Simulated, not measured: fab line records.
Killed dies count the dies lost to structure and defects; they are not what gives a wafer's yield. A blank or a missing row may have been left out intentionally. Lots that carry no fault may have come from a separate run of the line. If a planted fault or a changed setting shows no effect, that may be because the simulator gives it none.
fab line records | flow n5_finfet
record lots=7 | wafers=21 | last_day=15
route steps=1938 shown BEOL_M5@1193 BEOL_M6@1194
lots that met no fault: from a run of the same line without faults
start_h: hours from the record's opening day to when the first of the lot's shown wafers began | wait_h: hours since the lot's step before | " same as the row above | L1.1+2: a single row standing in for several wafers | - either no value or no given start | * or withheld: withheld | < > ~ a bound
route shown NAME@n: a module of which the file shows steps, and the number in the route of the first | usual: mean and standard deviation over wafers with no fault | same: alike in all rows | chamber/n: place in a boat | sites: the reading at each site | _std_site: standard deviation across them | _edge_site: the outer-site mean with the inner-site mean subtracted | radius_mm: how far each site lies from the wafer's centre | mask NAME#n: copy n | behind: the most recent tool/chamber to have shaped the wafer | hold: why the lot was held/for how many hours/how that ended | device: which transistor (n, p or np) failed to switch | end of line: tests of these same wafers at the route's end | step lacking rows: just its recipe | killed: not the wafer's yield, but the dies lost to structure and defects at the first sort | map: shows each die of a wafer: x if killed, . if not, _ if none is there
set.NAME: the setting that was run; set.NAME@STEP: the one run at that earlier step | model.NAME: the simulator's own value behind a step, which no gauge read
certain route steps with their lots: each step a table, each wafer a row
services: when a tool's chamber went out of use (start_h, in hours from the record's first day, below 0 if earlier), for how many hours, and the reason
## steps
# step N5_BEOL_M5_INSPECT_58
# recipe inspect_instrument=darkfield | mode=post_dep
# usual raw_defect_count=71/25
lot.wafer | tool              | chamber | start_h | wait_h | raw_defect_count
L804.1    | defect_inspect-02 | -       | 181.03  | 0.0    | 72
L804.2    | "                 | -       | "       | "      | 59
L804.5    | "                 | -       | "       | "      | 41
L808.1    | defect_inspect-01 | -       | 224.25  | 0.0    | 46
L808.2    | "                 | -       | "       | "      | 50
L808.3    | "                 | -       | "       | "      | 35
L811.2    | defect_inspect-02 | -       | 231.11  | 0.0    | 75
L811.4    | "                 | -       | "       | "      | 95
L811.6    | "                 | -       | "       | "      | 58
L810.2    | defect_inspect-02 | -       | 232.99  | 0.0    | 111
L810.4    | "                 | -       | "       | "      | 64
L810.6    | "                 | -       | "       | "      | 56
L813.2    | defect_inspect-01 | -       | 242.53  | 0.0    | 114
L813.3    | "                 | -       | "       | "      | 66
L813.6    | "                 | -       | "       | "      | 47
L812.1    | defect_inspect-01 | -       | 242.79  | 0.0    | 85
L812.2    | "                 | -       | "       | "      | 75
L812.6    | "                 | -       | "       | "      | 43
L818.1    | defect_inspect-01 | -       | 275.00  | 0.0    | 47
L818.2    | "                 | -       | "       | "      | 61
L818.4    | "                 | -       | "       | "      | 57
# step N5_BEOL_M6_ILD_DEP_00
# recipe material=SiCOH_lowk | target_thk_a=1797.5 | temp_c=300 | precursor=DEMS/porogen | pressure_torr=5 | rf_w=500 | time_s=33.4
# usual heater_power_w=354/55 | showerhead_plenum_p_Torr=5.733/0.023 | susceptor_temp_C=300.03/0.19 | throttle_valve_pct=13.8/0.73
lot.wafer | tool     | chamber | start_h | wait_h | heater_power_w | showerhead_plenum_p_Torr | susceptor_temp_C | throttle_valve_pct
L804.1    | pecvd-01 | 0       | 181.07  | 0.0    | 302            | 5.754                    | 300.21           | 13.6
L804.2    | "        | 2       | "       | "      | 344            | 5.693                    | 299.89           | 12.5
L804.5    | "        | 2       | "       | "      | 350            | 5.708                    | 300.01           | 12.9
L808.1    | pecvd-01 | 0       | 224.28  | 0.0    | 274            | 5.763                    | 299.83           | 13.6
L808.2    | "        | 1       | "       | "      | 464            | 5.722                    | 299.99           | 13.3
L808.3    | "        | 2       | "       | "      | 391            | 5.708                    | 299.95           | 12.4
L811.2    | pecvd-02 | 0       | 231.15  | 0.0    | 337            | 5.744                    | 299.74           | 14.7
L811.4    | "        | 1       | "       | "      | 266            | 5.743                    | 299.83           | 14.5
L811.6    | "        | 1       | "       | "      | 267            | 5.728                    | 299.98           | 14.8
L810.2    | pecvd-04 | 2       | 233.03  | 0.0    | 323            | 5.739                    | 300.17           | 15.2
L810.4    | "        | 1       | "       | "      | 331            | 5.738                    | 300.07           | 13.6
L810.6    | "        | 0       | "       | "      | 390            | 5.743                    | 300.26           | 14.2
L813.2    | pecvd-01 | 1       | 242.57  | 0.0    | 477            | 5.717                    | 300.01           | 13.3
L813.3    | "        | 2       | "       | "      | 371            | 5.682                    | 300.27           | 12.6
L813.6    | "        | 1       | "       | "      | 478            | 5.731                    | 300.36           | 13.5
L812.1    | pecvd-01 | 1       | 242.83  | 0.0    | 441            | 5.731                    | 299.93           | 13.4
L812.2    | "        | 0       | "       | "      | 307            | 5.761                    | 300.01           | 13.7
L812.6    | "        | 1       | "       | "      | 460            | 5.713                    | 299.95           | 13.4
L818.1    | pecvd-01 | 2       | 275.04  | 0.0    | 385            | 5.707                    | 300.05           | 12.9
L818.2    | "        | 0       | "       | "      | 296            | 5.778                    | 299.98           | 13.8
L818.4    | "        | 1       | "       | "      | 463            | 5.717                    | 300.12           | 13.4
# step N5_BEOL_M6_CURE_74
# recipe temp_c=385 | time_s=240 | ambient=He/Ar | material=SiCOH_lowk
# usual lamp_power_pct=52.31/0.051 | wafer_temp_C_max=386.8/0.54
lot.wafer | tool       | chamber | start_h | wait_h | lamp_power_pct | wafer_temp_C_max
L804.1    | uv_cure-03 | 2       | 181.13  | 0.0    | 52.30          | 386.5
L804.2    | "          | 2       | "       | "      | 52.25          | 386.5
L804.5    | "          | 2       | "       | "      | 52.37          | 386.8
L808.1    | uv_cure-01 | 2       | 224.57  | 0.3    | 52.31          | 387.4
L808.2    | "          | 2       | "       | "      | 52.26          | 387.6
L808.3    | "          | 2       | "       | "      | 52.32          | 387.0
L811.2    | uv_cure-03 | 0       | 231.40  | 0.2    | 52.26          | 387.3
L811.4    | "          | 0       | "       | "      | 52.39          | 388.1
L811.6    | "          | 0       | "       | "      | 52.24          | 387.0
L810.2    | uv_cure-03 | 2       | 233.17  | 0.1    | 52.32          | 386.7
L810.4    | "          | 2       | "       | "      | 52.36          | 386.1
L810.6    | "          | 2       | "       | "      | 52.38          | 386.3
L813.2    | uv_cure-02 | 1       | 242.79  | 0.2    | 52.32          | 387.4
L813.3    | "          | 1       | "       | "      | 52.32          | 386.5
L813.6    | "          | 1       | "       | "      | 52.32          | 386.9
L812.1    | uv_cure-03 | 0       | 242.89  | 0.0    | 52.24          | 387.6
L812.2    | "          | 0       | "       | "      | 52.33          | 387.3
L812.6    | "          | 0       | "       | "      | 52.29          | 387.0
L818.1    | uv_cure-01 | 0       | 275.10  | 0.0    | 52.36          | 386.0
L818.2    | "          | 0       | "       | "      | 52.25          | 386.3
L818.4    | "          | 0       | "       | "      | 52.27          | 386.3
# step N5_BEOL_M6_THK_MEAS_01
# recipe reads=SiCOH_lowk_of_BEOL_M6_ILD_DEP_00
# usual M6_ILD_THK=155.1/2.7
lot.wafer | tool          | chamber | start_h | wait_h | M6_ILD_THK[nm]
L804.1    | film_metro-01 | -       | 181.64  | 0.4    | 150.6
L804.2    | "             | -       | "       | "      | 156.4
L804.5    | "             | -       | "       | "      | 157.6
L808.1    | film_metro-01 | -       | 225.09  | 0.4    | 150.0
L808.2    | "             | -       | "       | "      | 153.2
L808.3    | "             | -       | "       | "      | 156.0
L811.2    | film_metro-01 | -       | 232.23  | 0.7    | 152.2
L811.4    | "             | -       | "       | "      | 159.4
L811.6    | "             | -       | "       | "      | 160.4
L810.2    | film_metro-01 | -       | 233.60  | 0.4    | 155.6
L810.4    | "             | -       | "       | "      | 152.6
L810.6    | "             | -       | "       | "      | 157.3
L812.1    | film_metro-01 | -       | 243.41  | 0.4    | 154.7
L812.2    | "             | -       | "       | "      | 152.9
L812.6    | "             | -       | "       | "      | 156.2
L813.2    | film_metro-01 | -       | 243.62  | 0.7    | 151.5
L813.3    | "             | -       | "       | "      | 156.1
L813.6    | "             | -       | "       | "      | 152.9
L818.1    | film_metro-01 | -       | 275.61  | 0.4    | 154.4
L818.2    | "             | -       | "       | "      | 152.3
L818.4    | "             | -       | "       | "      | 152.9
# step N5_BEOL_M6_PECVD_70
# recipe material=SiO2 | target_thk_a=200 | temp_c=400 | precursor=TEOS/O2 | pressure_torr=5.5 | rf_w=450 | teos_flow_sccm=53.8 | gas=O2 | flow_sccm=3000 | time_s=22.7
# usual heater_power_w=786/98 | showerhead_plenum_p_Torr=8.77/0.087 | susceptor_temp_C=400.03/0.21 | throttle_valve_pct=22.4/1.2
lot.wafer | tool     | chamber | start_h | wait_h | heater_power_w | showerhead_plenum_p_Torr | susceptor_temp_C | throttle_valve_pct
L804.1    | pecvd-04 | 1       | 181.68  | 0.0    | 799            | 8.83                     | 400.15           | 22.0
L804.2    | "        | 2       | "       | "      | 763            | 8.75                     | 399.57           | 23.7
L804.5    | "        | 2       | "       | "      | 752            | 8.74                     | 399.88           | 24.0
L808.1    | pecvd-02 | 1       | 225.12  | 0.0    | 680            | 8.76                     | 400.21           | 23.5
L808.2    | "        | 0       | "       | "      | 674            | 8.79                     | 399.66           | 23.2
L808.3    | "        | 0       | "       | "      | 692            | 8.79                     | 399.79           | 23.5
L811.2    | pecvd-02 | 1       | 232.27  | 0.0    | 745            | 8.76                     | 400.00           | 23.3
L811.4    | "        | 1       | "       | "      | 594            | 8.77                     | 400.05           | 23.6
L811.6    | "        | 0       | "       | "      | 759            | 8.81                     | 400.30           | 23.5
L810.2    | pecvd-01 | 0       | 233.64  | 0.0    | 755            | 8.91                     | 399.99           | 22.4
L810.4    | "        | 2       | "       | "      | 774            | 8.61                     | 400.23           | 20.9
L810.6    | "        | 0       | "       | "      | 763            | 8.88                     | 399.83           | 22.3
L812.1    | pecvd-01 | 0       | 243.44  | 0.0    | 644            | 8.88                     | 400.23           | 22.1
L812.2    | "        | 1       | "       | "      | 977            | 8.69                     | 400.01           | 21.6
L812.6    | "        | 1       | "       | "      | 971            | 8.67                     | 400.03           | 21.9
L813.2    | pecvd-04 | 2       | 243.66  | 0.0    | 824            | 8.72                     | 399.74           | 24.0
L813.3    | "        | 0       | "       | "      | 928            | 8.80                     | 399.71           | 22.7
L813.6    | "        | 1       | "       | "      | 757            | 8.82                     | 400.32           | 21.9
L818.1    | pecvd-01 | 1       | 275.65  | 0.0    | 1018           | 8.67                     | 399.82           | 21.9
L818.2    | "        | 0       | "       | "      | 747            | 8.89                     | 400.16           | 22.4
L818.4    | "        | 2       | "       | "      | 876            | 8.59                     | 400.29           | 20.7
# step N5_BEOL_M6_HM_DEP_02
# recipe material=TiN | target_thk_a=200 | temp_c=25 | chamber_pressure_pa=0.49996
# usual susceptor_temp_C=25.00/0.099 | throttle_valve_pct=29.9/1.1
lot.wafer | tool           | chamber | start_h | wait_h | susceptor_temp_C | throttle_valve_pct
L804.1    | pvd_sputter-01 | -       | 182.70  | 1.0    | 25.00            | 29.7
L804.2    | "              | -       | "       | "      | 25.04            | 29.0
L804.5    | "              | -       | "       | "      | 25.12            | 29.3
L808.1    | pvd_sputter-03 | -       | 226.51  | 1.4    | 25.03            | 28.5
L808.2    | "              | -       | "       | "      | 24.94            | 30.3
L808.3    | "              | -       | "       | "      | 25.05            | 29.9
L811.2    | pvd_sputter-01 | -       | 232.34  | 0.1    | 24.98            | 31.5
L811.4    | "              | -       | "       | "      | 24.96            | 28.9
L811.6    | "              | -       | "       | "      | 25.17            | 30.6
L810.2    | pvd_sputter-02 | -       | 235.00  | 1.3    | 25.13            | 27.7
L810.4    | "              | -       | "       | "      | 24.79            | 29.2
L810.6    | "              | -       | "       | "      | 24.98            | 30.6
L812.1    | pvd_sputter-01 | -       | 244.96  | 1.5    | 25.07            | 31.0
L812.2    | "              | -       | "       | "      | 25.03            | 29.4
L812.6    | "              | -       | "       | "      | 24.96            | 28.7
L813.2    | pvd_sputter-01 | -       | 245.06  | 1.4    | 24.97            | 29.3
L813.3    | "              | -       | "       | "      | 25.08            | 31.2
L813.6    | "              | -       | "       | "      | 24.80            | 31.0
L818.1    | pvd_sputter-01 | -       | 276.02  | 0.4    | 25.04            | 28.9
L818.2    | "              | -       | "       | "      | 24.96            | 30.4
L818.4    | "              | -       | "       | "      | 24.80            | 29.4
# step N5_BEOL_M6_COAT_59
# recipe resist=SOC | temp_c=250 | time_s=60 | spin_rpm=1500 | resist_thk_nm=100
# step N5_BEOL_M6_COAT_60
# recipe resist=SiARC | temp_c=220 | time_s=60 | spin_rpm=1500 | resist_thk_nm=35
# step N5_BEOL_M6_COAT_05
# recipe resist=CAR-ArF | spin_rpm=1500 | resist_thk_nm=90
# step N5_BEOL_M6_EBR_07
# recipe solvent=PGMEA | ebr_width_mm=1.5
# step N5_BEOL_M6_SOFTBAKE_06
# recipe temp_c=110 | time_s=60 | resist=CAR-ArF
# step N5_BEOL_M6_EXPOSE_08
# recipe mask_id=M6 | na=1.35 | source_shape=dipole | sigma_inner=0.817 | sigma_outer=0.97 | polarization=te | dose_mj=68.25
# step N5_BEOL_M6_PEB_09
# recipe peb_temp_c=withheld | peb_time_s=60 | resist=CAR-ArF
# usual chill_plate_temp_C=22.98/0.11 | exhaust_pa=45.0/0.95
lot.wafer | tool           | chamber | start_h | wait_h | chill_plate_temp_C | exhaust_pa
L804.1    | litho_track-02 | 0       | 183.02  | 0.1    | 22.69              | 46.0
L804.2    | "              | 0       | "       | "      | 22.84              | 44.8
L804.5    | "              | 0       | "       | "      | 22.93              | 46.0
L808.1    | litho_track-03 | 0       | 226.81  | 0.1    | 22.86              | 45.3
L808.2    | "              | 0       | "       | "      | 23.00              | 45.1
L808.3    | "              | 0       | "       | "      | 22.85              | 45.0
L811.2    | litho_track-02 | -       | 232.77  | 0.0    | -                  | -
L811.4    | "              | -       | "       | "      | -                  | -
L811.6    | "              | -       | "       | "      | -                  | -
L810.2    | litho_track-03 | -       | 235.31  | 0.0    | -                  | -
L810.4    | "              | -       | "       | "      | -                  | -
L810.6    | "              | -       | "       | "      | -                  | -
L812.1    | litho_track-04 | -       | 245.40  | 0.1    | -                  | -
L812.2    | "              | -       | "       | "      | -                  | -
L812.6    | "              | -       | "       | "      | -                  | -
L813.2    | litho_track-02 | 0       | 245.57  | 0.0    | 23.06              | 44.9
L813.3    | "              | 0       | "       | "      | 23.06              | 44.6
L813.6    | "              | 0       | "       | "      | 23.03              | 45.2
L818.1    | litho_track-02 | 0       | 276.45  | 0.1    | 22.91              | 45.9
L818.2    | "              | 0       | "       | "      | 22.84              | 47.1
L818.4    | "              | 0       | "       | "      | 22.94              | 46.2
# step N5_BEOL_M6_DEVELOP_10
# recipe develop_time_s=30 | developer=TMAH | resist=CAR-ArF | rinse_liquid=diw | dry=air_spin | dev_temp_c=23
## services
tool           | chamber | start_h | hours | kind
pecvd-02       | 2       | 158.51  | 5.0   | scheduled_down
litho_track-03 | -       | 160.78  | -     | consumable_replace:filter
pecvd-04       | -       | 168.14  | 0.8   | repair
pecvd-04       | 2       | 177.30  | 2.1   | scheduled_down
uv_cure-03     | -       | 177.67  | 2.8   | pm
uv_cure-01     | -       | 177.78  | 2.8   | pm
pecvd-04       | 2       | 187.96  | 5.0   | scheduled_down
uv_cure-02     | -       | 199.89  | 2.8   | pm
pecvd-02       | 2       | 202.38  | -     | clean
pecvd-02       | 2       | 202.38  | -     | consumable_replace:showerhead
pecvd-02       | 2       | 202.38  | 29.0  | scheduled_down
pecvd-02       | 2       | 202.38  | 29.0  | vent_cycle
pecvd-04       | 1       | 215.42  | 16.5  | scheduled_down
uv_cure-01     | -       | 232.86  | 7.5   | pm
pecvd-01       | 1       | 233.27  | 5.5   | scheduled_down
pecvd-02       | 0       | 251.39  | 5.1   | repair
uv_cure-03     | -       | 256.48  | 1.0   | pm
## key
first_sign step=N5_BEOL_M6_PEB_09 | reading=tool_record | direction=missing
effect none on later readings
met_at N5_BEOL_M6_PEB_09
struck_wafers L810.2,L810.4,L810.6,L811.2,L811.4,L811.6,L812.1,L812.2,L812.6
later_rows_left_out L810.2,L810.4,L810.6,L811.2,L811.4,L811.6,L812.1,L812.2,L812.6
sort_left_out L810.2,L810.4,L810.6,L811.2,L811.4,L811.6,L812.1,L812.2,L812.6
onset_between 226.81 232.77
fault kind=skipped_step_whole | tool=litho_track-02,litho_track-03,litho_track-04 | chamber=- | onset_h=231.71 | steps=N5_BEOL_M6_PEB_09 | scope=struck_lots_only
# sort_left_out: the simulated sort isn't trusted on such a fault, so these wafers' sort isn't shown, and their yield isn't known
# later_rows_left_out: the simulator's readings of these wafers behind a module that went badly wrong aren't trusted and aren't shown, but for the sort
